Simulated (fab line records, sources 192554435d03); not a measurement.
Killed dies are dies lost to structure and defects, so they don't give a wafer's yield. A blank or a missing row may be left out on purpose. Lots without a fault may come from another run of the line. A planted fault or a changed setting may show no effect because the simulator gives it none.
fab line records | flow n5_finfet
record lots=4 wafers=11 last_day=17
route steps=1938 shown BEOL_M4@1099 BEOL_M5@1112 BEOL_M15@1821 PASSIVATION@1936
lots that met no fault: from a run of the same line without faults
start_h: hours from the record's first day to the start of the lot's first wafer shown | wait_h: hours since the lot's step before | " the same as in the row above | L1.1+2: a row that stands for several wafers | - no value, or no start given | * or withheld: withheld | < > ~ a bound
route shown NAME@n: a module of which the file shows steps, and the number in the route of the first | usual: mean/standard deviation of fault-free wafers | same: alike in all rows | chamber/n: place in a boat | sites: the reading at each site | _std_site: their standard deviation | _edge_site: outer sites' mean less inner sites' | radius_mm: how far each site lies from the wafer's centre | mask NAME#n: copy n | behind: the tool/chamber that last shaped the wafer | hold: why the lot was held/for how many hours/how that ended | device: the transistor (n, p or np) that didn't switch | end of line: the same wafers' tests at the end of the route | a step without rows: its recipe alone | killed: dies lost to structure and defects at the first sort, not the wafer's yield | map: a wafer's dies, x killed, . not, _ none there
set.NAME: the setting as run; set.NAME@STEP: as run at that earlier step | model.NAME: the simulator's own value behind a step, which no gauge read
lots at some steps of the route; a table a step, a row a wafer
services: from which hour (start_h, from the record's first day; less than 0 if before it) a tool's chamber was out of use, for how many hours, and why
## steps
# step N5_BEOL_M4_ANNEAL_95
# recipe temp_c=400 time_s=240 ambient=vacuum
# step N5_BEOL_M4_SPUTTER_96
# recipe material=Cu target_thk_a=45 temp_c=-20 chamber_pressure_pa=0.07 power_w=withheld time_s=8.29
# step N5_BEOL_M4_ECD_50
# recipe material=Cu target_thk_a=3000
# step N5_BEOL_M4_ANNEAL_51
# recipe temp_c=225 time_s=90 ambient=N2
# step N5_BEOL_M4_CMP_52
# recipe stop_on=SiOC t_overpolish_s=6.8 down_force_psi=1 platen_rpm=50 clearing_platen_down_force_psi=1.5 clearing_platen_rpm=50 post_cmp_clean=cu_alkaline target_thk_nm=40 clearing_platen_pad_velocity_m_s=0.99484 pad_velocity_m_s=0.99484
# step N5_BEOL_M4_PRE_CLEAN_60
# recipe gas=NH3/H2 time_s=15 temp_c=* rf_power_w=300
# step N5_BEOL_M4_CO_CAP_55
# recipe material=Co target_thk_a=20 temp_c=200 precursor=CCTBA/H2 pressure_torr=30 time_s=102.1
# step N5_BEOL_M4_PRE_CLEAN_56
# recipe gas=NH3 time_s=15 temp_c=withheld rf_power_w=300
# step N5_BEOL_M4_DEP_57
# recipe material=SiCN target_thk_a=80 temp_c=withheld precursor=3MS/NH3 pressure_torr=3 rf_w=202 time_s=14
# step N5_BEOL_M4_RC_MEAS_101
# usual DIBL_N=35.9/1.7 DIBL_P=35.8/2.2 IOFF_N=0.15/0.03 IOFF_P=0.21/0.036 ION_N=674/12 ION_P=463/7.2 SS_N=71.3/0.59 SS_P=73.1/0.69 VT_N=250/3 VT_P=-251/3.2
# columns lot.wafer tool chamber start_h wait_h DIBL_N[mV/V] DIBL_P[mV/V] IOFF_N[nA/um] IOFF_P[nA/um] ION_N[uA/um] ION_P[uA/um] SS_N[mV/dec] SS_P[mV/dec] VT_N[mV] VT_P[mV]
L856.1 prober-02 0 216.42 0.0 39.7 41.3 0.23 0.28 699 477 72.9 74.5 244 -247
L856.4 " 0 " " 39.4 41.2 0.25 0.29 699 473 72.5 74.0 242 -246
L856.6 " 0 " " 38.7 40.3 0.21 0.26 696 473 72.3 73.9 246 -248
L857.1 prober-01 0 229.84 0.0 35.8 38.2 0.17 0.24 683 471 70.8 73.2 247 -246
L857.3 " 0 " " 33.6 33.8 0.12 0.16 666 460 70.9 72.4 255 -252
L857.6 " 0 " " 35.3 36.1 0.14 0.20 675 471 71.1 73.3 252 -252
L869.1 prober-02 0 292.92 0.0 37.5 37.8 0.18 0.26 683 476 71.2 73.2 248 -246
L869.4 " 0 " " 36.1 36.4 0.15 0.26 665 468 71.5 72.7 250 -246
L870.3 prober-02 0 307.67 0.3 37.7 37.0 0.20 0.23 693 470 72.2 73.7 244 -250
L870.4 " 0 " " 35.1 33.8 0.14 0.19 672 461 72.2 72.1 250 -250
L870.6 " 0 " " 36.1 35.1 0.16 0.20 677 457 72.2 73.6 249 -250
# step N5_BEOL_M5_ILD_DEP_00
# recipe material=SiCOH_lowk target_thk_a=1406.4 temp_c=300 precursor=DEMS/porogen pressure_torr=5 rf_w=500 time_s=25.9
# step N5_BEOL_M5_CURE_79
# recipe temp_c=385 time_s=240 ambient=He/Ar material=SiCOH_lowk
# step N5_BEOL_M5_PECVD_70
# recipe material=SiO2 target_thk_a=160 temp_c=400 precursor=TEOS/O2 pressure_torr=5.5 rf_w=450 teos_flow_sccm=53.8 gas=O2 flow_sccm=3000 time_s=18
# step N5_BEOL_M5_HM_DEP_02
# recipe material=TiN target_thk_a=200 temp_c=25 chamber_pressure_pa=0.49996
# step N5_BEOL_M5_COAT_59
# recipe resist=SOC temp_c=250 time_s=60 spin_rpm=1500 resist_thk_nm=60
# step N5_BEOL_M5_COAT_60
# recipe resist=SiARC temp_c=220 time_s=60 spin_rpm=1500 resist_thk_nm=12
# step N5_BEOL_M5_COAT_71
# recipe resist=underlayer temp_c=205 time_s=60 spin_rpm=1500 resist_thk_nm=5
# step N5_BEOL_M5_COAT_05
# recipe resist=CAR-EUV spin_rpm=1500 resist_thk_nm=30
# step N5_BEOL_M5_EBR_07
# recipe solvent=PGMEA ebr_width_mm=1.5
# step N5_BEOL_M5_SOFTBAKE_06
# recipe temp_c=110 time_s=60 resist=CAR-EUV
# step N5_BEOL_M5_EXPOSE_08
# recipe mask_id=M5 na=0.33 source_shape=annular sigma_inner=0.4 sigma_outer=0.8 polarization=unpolarized target_cd_nm=28 dose_mj=35.75
# step N5_BEOL_M5_PEB_09
# recipe peb_temp_c=100 peb_time_s=60 resist=CAR-EUV
# step N5_BEOL_M5_DEVELOP_10
# recipe develop_time_s=30 developer=TMAH resist=CAR-EUV rinse_liquid=surfactant_rinse dry=air_spin dev_temp_c=23
# step N5_BEOL_M5_DESCUM_16
# recipe chemistry=O2 time_s=7 source_power_w=50 bias_power_w=20 pressure_mtorr=20 rf_frequency_hz=2.712e+07 temp_c=40 resist=CAR-EUV o2_flow_sccm=225
# step N5_BEOL_M5_ETCH_72
# recipe chemistry=N2/H2 target=underlayer target_depth_a=65 mask_material=CAR-EUV time_s=5.2 ion_energy_ev=200 pressure_mtorr=30 source_w=840 bias_w=150 n2_flow_sccm=200 h2_flow_sccm=200 ends=cleared
# step N5_BEOL_M5_ETCH_61
# recipe chemistry=CF4 target=SiARC target_depth_a=156 mask_material=CAR-EUV time_s=26 ion_energy_ev=80 pressure_mtorr=40 source_w=545 bias_w=36 Ar_flow_sccm=100 cf4_flow_sccm=100 ends=cleared
# step N5_BEOL_M5_ETCH_62
# recipe chemistry=N2/H2 target=SOC target_depth_a=750 overetch_a=150 mask_material=SiARC temp_c=40 time_s=112.5 ion_energy_ev=200 pressure_mtorr=30 source_w=840 bias_w=150 n2_flow_sccm=200 h2_flow_sccm=200
# step N5_BEOL_M5_STRIP_63
# recipe chemistry=N2/H2 temp_c=40 n2_flow_sccm=200 h2_flow_sccm=200 rf_frequency_hz=6e+07
# step N5_BEOL_M5_STRIP_73
# recipe chemistry=N2/H2 temp_c=40 n2_flow_sccm=200 h2_flow_sccm=200 rf_frequency_hz=6e+07
# step N5_BEOL_M5_STRIP_64
# recipe chemistry=CF4 resist=SiARC power_w=300 bias_power_w=75 pressure_mtorr=50 cf4_flow_sccm=150 rf_frequency_hz=6e+07
# step N5_BEOL_M5_HM_OPEN_17
# recipe chemistry=Cl2/BCl3 target_depth_a=200 overetch_a=60 target=TiN mask_material=SOC ion_energy_ev=150 pressure_mtorr=10 icp_w=1000 bias_w=126 Cl2_flow_sccm=53.25 bcl3_flow_sccm=21.75 Ar_flow_sccm=25
# step N5_BEOL_M5_STRIP_19
# recipe chemistry=O2 power_w=400 temp_c=40 pressure_mtorr=30 rf_frequency_hz=6e+07 bias_power_w=0 overash_fraction=0.2 o2_flow_sccm=225
# step N5_BEOL_M5_COAT_65
# recipe resist=SOC temp_c=250 time_s=60 spin_rpm=1500 resist_thk_nm=60
# step N5_BEOL_M5_COAT_66
# recipe resist=SiARC temp_c=220 time_s=60 spin_rpm=1500 resist_thk_nm=12
# step N5_BEOL_M15_SPUTTER_45
# recipe material=Cu target_thk_a=1000 temp_c=-20 bias_v=60 power_w=26000 chamber_pressure_pa=0.13 time_s=16.67
# usual bias_v=59.9/0.58 cathode_dc_power_W=26000/4.8 throttle_valve_pct=29.7/1.1
# columns lot.wafer tool chamber start_h wait_h bias_v cathode_dc_power_W throttle_valve_pct
L856.1 pvd_sputter-03 - 299.04 0.0 - - -
L856.4 " - " " - - -
L856.6 " - " " - - -
L857.1 pvd_sputter-01 - 319.82 0.0 - - -
L857.3 " - " " - - -
L857.6 " - " " - - -
L869.1 pvd_sputter-01 - 375.32 0.0 59.5 26000 29.3
L869.4 " - " " 60.2 26007 30.3
L870.3 pvd_sputter-01 - 393.31 0.0 60.2 26000 29.5
L870.4 " - " " 60.8 25995 30.6
L870.6 " - " " 60.0 26008 30.5
# step N5_BEOL_M15_THK_MEAS_50
# recipe thk_meas_gauge=xrf reads=Cu_of_BEOL_M15_ECD_47
# usual M15_THK=838/13
# columns lot.wafer tool chamber start_h wait_h M15_THK[nm]
L856.1 film_metro-02 - 299.99 - -
L856.4 " - " " -
L856.6 " - " " -
L857.1 film_metro-02 - 320.77 - -
L857.3 " - " " -
L857.6 " - " " -
L869.1 film_metro-02 - 376.78 - 850
L869.4 " - " " 844
L870.3 film_metro-02 - 394.28 - 825
L870.4 " - " " 824
L870.6 " - " " 853
# step N5_BEOL_M15_RS_MEAS_54
# recipe thk_meas_gauge=four-point-probe reads=Cu_of_BEOL_M15_ECD_47+Ta_of_BEOL_M15_SPUTTER_44+TaN_of_BEOL_M15_SPUTTER_43
# usual M15_RS=0.0216/0.00031
# columns lot.wafer tool chamber start_h wait_h M15_RS[ohm/sq]
L856.1 film_metro-02 - 300.12 0.0 32.403
L856.4 " - " " 32.425
L856.6 " - " " 32.994
L857.1 film_metro-02 - 320.90 0.0 33.472
L857.3 " - " " 34.304
L857.6 " - " " 33.636
L869.1 film_metro-02 - 376.94 0.1 0.0214
L869.4 " - " " 0.0214
L870.3 film_metro-01 - 394.41 0.1 0.0221
L870.4 " - " " 0.0222
L870.6 " - " " 0.0214
# step N5_PASSIVATION_PROBE_49
# usual defect_limited_yield=91.0/1.5 killed_at_M0_to_M3=35/12 killed_at_M4_up=15/5.8 killed_at_contacts=14/7.2 killed_at_front_end=40/10 killed_at_other=3/3 killed_dies=106/18 killed_on_rim=14/4 killed_open=68/14 killed_short=35/7.2 sort_bin_5_function=5.2/0.96 sort_bin_6_memory=3.3/0.69 sort_bin_8_speed=0.00/0.022 sort_n_pass=1074/18 sort_yield_pct=91.0/1.5
# same gross_dies=1180 killed_at_back_side=0 sort_bin_4_leakage[%]=0
# columns lot.wafer tool chamber start_h wait_h defect_limited_yield[%] killed_at_M0_to_M3 killed_at_M4_up killed_at_contacts killed_at_front_end killed_at_other killed_dies killed_on_rim killed_open killed_short sort_bin_5_function[%] sort_bin_6_memory[%] sort_bin_8_speed[%] sort_n_pass sort_yield_pct[%]
L856.1 prober-01 - 315.28 0.0 0 24 1097 5 52 2 1180 152 70 32 96.9 3.0 0 0 0
L856.4 prober-01 - 315.43 0.2 0 32 1090 5 51 2 1180 152 62 39 96.2 3.2 0 0 0
L856.6 prober-01 - 315.53 0.3 0 32 1088 6 50 4 1180 152 67 36 96.3 3.4 0 0 0
L857.1 prober-02 - 335.43 0.0 0 27 1089 18 44 2 1180 152 77 31 95.8 3.8 0 0 0
L857.3 prober-02 - 335.53 0.1 0 24 1104 19 30 3 1180 152 66 29 96.9 3.1 0 0 0
L857.6 prober-02 - 335.68 0.3 0 36 1092 15 35 2 1180 152 62 43 96.1 3.7 0 0 0
L870.3 prober-02 - 415.39 0.1 91.7 22 12 10 42 12 98 10 63 33 5.1 3.1 0 1082 91.7
L870.4 prober-02 - 415.44 0.2 93.1 21 7 14 35 4 81 8 48 29 3.7 2.7 0 1099 93.1
L870.6 prober-02 - 415.54 0.3 89.7 33 17 7 59 6 122 20 56 60 6.6 3.1 0 1058 89.7
# killed by level:class
L856.1 BEOL_M15:area_ecd=543 BEOL_M15:area_sputter=534 STI_FIN_REVEAL:geometric_particle:open=20 BEOL_M4:geometric_particle:open=9 FIN_SAQP:geometric_particle:short=6 GATE_CUT:geometric_particle:short=5 MOL_CONTACT_COAG:geometric_particle:open=5 BEOL_M5:geometric_particle:open=5
L856.4 BEOL_M15:area_sputter=549 BEOL_M15:area_ecd=528 FIN_SAQP:geometric_particle:short=11 FIN_SAQP:geometric_particle:open=9 BEOL_M0_SAQP:geometric_particle:open=8 STI_FIN_REVEAL:geometric_particle:open=7 BEOL_M0_SAQP:geometric_particle:short=7 BEOL_M3:geometric_particle:open=6
L856.6 BEOL_M15:area_ecd=548 BEOL_M15:area_sputter=529 STI_FIN_REVEAL:geometric_particle:open=16 BEOL_M0_SAQP:geometric_particle:short=12 BEOL_M0_SAQP:geometric_particle:open=11 FIN_SAQP:geometric_particle:short=8 BEOL_M4:geometric_particle:open=8 FIN_SAQP:geometric_particle:open=6
L857.1 BEOL_M15:area_ecd=552 BEOL_M15:area_sputter=520 MOL_CONTACT_COAG:geometric_particle:open=18 STI_FIN_REVEAL:geometric_particle:open=12 FIN_SAQP:geometric_particle:short=10 BEOL_M4:geometric_particle:open=9 BEOL_M3:geometric_particle:open=8 GATE_CUT:geometric_particle:open=6
L857.3 BEOL_M15:area_ecd=549 BEOL_M15:area_sputter=536 BEOL_M4:geometric_particle:open=13 MOL_CONTACT_COAG:geometric_particle:open=12 MOL_CONTACT_COAG:geometric_particle:short=7 STI_FIN_REVEAL:geometric_particle:open=6 DUMMY_GATE:geometric_particle:short=6 DUMMY_GATE:geometric_particle:open=6
L857.6 BEOL_M15:area_ecd=538 BEOL_M15:area_sputter=537 MOL_CONTACT_COAG:geometric_particle:open=12 FIN_SAQP:geometric_particle:short=10 BEOL_M2:geometric_particle:open=9 BEOL_M0_SAQP:geometric_particle:short=8 FIN_SAQP:geometric_particle:open=7 BEOL_M4:geometric_particle:open=7
L870.3 STI_FIN_REVEAL:geometric_particle:open=16 BEOL_M0_SAQP:geometric_particle:open=7 MOL_CONTACT_COAG:geometric_particle:open=7 STARTING-WAFER:geometric_particle:short=6 FIN_SAQP:geometric_particle:open=5 ILD0:geometric_particle:short=5 BEOL_M0_SAQP:geometric_particle:short=5 BEOL_M1:geometric_particle:open=4
L870.4 MOL_CONTACT_COAG:geometric_particle:open=9 BEOL_M0_SAQP:geometric_particle:open=7 BEOL_M0_SAQP:geometric_particle:short=7 FIN_SAQP:geometric_particle:short=6 FIN_SAQP:geometric_particle:open=6 STI_FIN_REVEAL:geometric_particle:open=5 STARTING-WAFER:geometric_particle:open=5 ILD0:geometric_particle:short=4
L870.6 FIN_SAQP:geometric_particle:short=20 BEOL_M0_SAQP:geometric_particle:short=14 FIN_SAQP:geometric_particle:open=12 BEOL_M4:geometric_particle:open=7 MOL_CONTACT_COAG:geometric_particle:open=6 BEOL_M1:geometric_particle:open=6 BEOL_M0_SAQP:geometric_particle:open=5 STI_FIN_REVEAL:geometric_particle:short=4
# map L856.1 (x killed, . not)
_________________xxxxxxxxxxxx________________
______________xxxxxxxxxxxxxxxxxx_____________
___________xxxxxxxxxxxxxxxxxxxxxxxx__________
__________xxxxxxxxxxxxxxxxxxxxxxxxxx_________
________xxxxxxxxxxxxxxxxxxxxxxxxxxxxxx_______
_______xxxxxxxxxxxxxxxxxxxxxxxxxxxxxxxx______
______xxxxxxxxxxxxxxxxxxxxxxxxxxxxxxxxxx_____
_____xxxxxxxxxxxxxxxxxxxxxxxxxxxxxxxxxxxx____
____xxxxxxxxxxxxxxxxxxxxxxxxxxxxxxxxxxxxxx___
___xxxxxxxxxxxxxxxxxxxxxxxxxxxxxxxxxxxxxxxx__
___xxxxxxxxxxxxxxxxxxxxxxxxxxxxxxxxxxxxxxxx__
__xxxxxxxxxxxxxxxxxxxxxxxxxxxxxxxxxxxxxxxxxx_
__xxxxxxxxxxxxxxxxxxxxxxxxxxxxxxxxxxxxxxxxxx_
_xxxxxxxxxxxxxxxxxxxxxxxxxxxxxxxxxxxxxxxxxxxx
_xxxxxxxxxxxxxxxxxxxxxxxxxxxxxxxxxxxxxxxxxxxx
_xxxxxxxxxxxxxxxxxxxxxxxxxxxxxxxxxxxxxxxxxxxx
_xxxxxxxxxxxxxxxxxxxxxxxxxxxxxxxxxxxxxxxxxxxx
_xxxxxxxxxxxxxxxxxxxxxxxxxxxxxxxxxxxxxxxxxxxx
_xxxxxxxxxxxxxxxxxxxxxxxxxxxxxxxxxxxxxxxxxxxx
_xxxxxxxxxxxxxxxxxxxxxxxxxxxxxxxxxxxxxxxxxxxx
_xxxxxxxxxxxxxxxxxxxxxxxxxxxxxxxxxxxxxxxxxxxx
__xxxxxxxxxxxxxxxxxxxxxxxxxxxxxxxxxxxxxxxxxx_
__xxxxxxxxxxxxxxxxxxxxxxxxxxxxxxxxxxxxxxxxxx_
___xxxxxxxxxxxxxxxxxxxxxxxxxxxxxxxxxxxxxxxx__
___xxxxxxxxxxxxxxxxxxxxxxxxxxxxxxxxxxxxxxxx__
____xxxxxxxxxxxxxxxxxxxxxxxxxxxxxxxxxxxxxx___
_____xxxxxxxxxxxxxxxxxxxxxxxxxxxxxxxxxxxx____
______xxxxxxxxxxxxxxxxxxxxxxxxxxxxxxxxxx_____
_______xxxxxxxxxxxxxxxxxxxxxxxxxxxxxxxx______
________xxxxxxxxxxxxxxxxxxxxxxxxxxxxxx_______
__________xxxxxxxxxxxxxxxxxxxxxxxxxx_________
___________xxxxxxxxxxxxxxxxxxxxxxxx__________
______________xxxxxxxxxxxxxxxxxx_____________
_________________xxxxxxxxxxxx________________
# map L857.1 (x killed, . not)
_________________xxxxxxxxxxxx________________
______________xxxxxxxxxxxxxxxxxx_____________
___________xxxxxxxxxxxxxxxxxxxxxxxx__________
__________xxxxxxxxxxxxxxxxxxxxxxxxxx_________
________xxxxxxxxxxxxxxxxxxxxxxxxxxxxxx_______
_______xxxxxxxxxxxxxxxxxxxxxxxxxxxxxxxx______
______xxxxxxxxxxxxxxxxxxxxxxxxxxxxxxxxxx_____
_____xxxxxxxxxxxxxxxxxxxxxxxxxxxxxxxxxxxx____
____xxxxxxxxxxxxxxxxxxxxxxxxxxxxxxxxxxxxxx___
___xxxxxxxxxxxxxxxxxxxxxxxxxxxxxxxxxxxxxxxx__
___xxxxxxxxxxxxxxxxxxxxxxxxxxxxxxxxxxxxxxxx__
__xxxxxxxxxxxxxxxxxxxxxxxxxxxxxxxxxxxxxxxxxx_
__xxxxxxxxxxxxxxxxxxxxxxxxxxxxxxxxxxxxxxxxxx_
_xxxxxxxxxxxxxxxxxxxxxxxxxxxxxxxxxxxxxxxxxxxx
_xxxxxxxxxxxxxxxxxxxxxxxxxxxxxxxxxxxxxxxxxxxx
_xxxxxxxxxxxxxxxxxxxxxxxxxxxxxxxxxxxxxxxxxxxx
_xxxxxxxxxxxxxxxxxxxxxxxxxxxxxxxxxxxxxxxxxxxx
_xxxxxxxxxxxxxxxxxxxxxxxxxxxxxxxxxxxxxxxxxxxx
_xxxxxxxxxxxxxxxxxxxxxxxxxxxxxxxxxxxxxxxxxxxx
_xxxxxxxxxxxxxxxxxxxxxxxxxxxxxxxxxxxxxxxxxxxx
_xxxxxxxxxxxxxxxxxxxxxxxxxxxxxxxxxxxxxxxxxxxx
__xxxxxxxxxxxxxxxxxxxxxxxxxxxxxxxxxxxxxxxxxx_
__xxxxxxxxxxxxxxxxxxxxxxxxxxxxxxxxxxxxxxxxxx_
___xxxxxxxxxxxxxxxxxxxxxxxxxxxxxxxxxxxxxxxx__
___xxxxxxxxxxxxxxxxxxxxxxxxxxxxxxxxxxxxxxxx__
____xxxxxxxxxxxxxxxxxxxxxxxxxxxxxxxxxxxxxx___
_____xxxxxxxxxxxxxxxxxxxxxxxxxxxxxxxxxxxx____
______xxxxxxxxxxxxxxxxxxxxxxxxxxxxxxxxxx_____
_______xxxxxxxxxxxxxxxxxxxxxxxxxxxxxxxx______
________xxxxxxxxxxxxxxxxxxxxxxxxxxxxxx_______
__________xxxxxxxxxxxxxxxxxxxxxxxxxx_________
___________xxxxxxxxxxxxxxxxxxxxxxxx__________
______________xxxxxxxxxxxxxxxxxx_____________
_________________xxxxxxxxxxxx________________
## services
# columns tool chamber start_h hours kind
pvd_sputter-03 - 380.85 4.3 repair
## key
first_sign step=N5_BEOL_M15_SPUTTER_45 reading=tool_record direction=missing
effect step=N5_BEOL_M15_THK_MEAS_50 reading=M15_THK direction=missing
effect step=N5_BEOL_M15_RS_MEAS_54 reading=M15_RS direction=up sigmas=99+ usual=0.0216 struck=33.206
effect step=N5_PASSIVATION_PROBE_49 reading=killed_at_M4_up direction=up sigmas=99+ usual=15 struck=1093
more_kills_born_at N5_BEOL_M15_ECD_47@ecd_cu-01=1639 N5_BEOL_M15_ECD_47@ecd_cu-02=1619 N5_BEOL_M15_SPUTTER_45@pvd_sputter-03=1612
met_at N5_BEOL_M15_SPUTTER_45
struck_wafers L856.1,L856.4,L856.6,L857.1,L857.3,L857.6
later_rows_left_out L856.1,L856.4,L856.6,L857.1,L857.3,L857.6
fault kind=skipped_step_whole tool=pvd_sputter-01,pvd_sputter-03 chamber=- onset_h=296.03 steps=N5_BEOL_M15_SPUTTER_45 scope=struck_lots_only
# later_rows_left_out: the simulator's readings of these wafers behind a module that went badly wrong aren't trusted and aren't shown, but for the sort
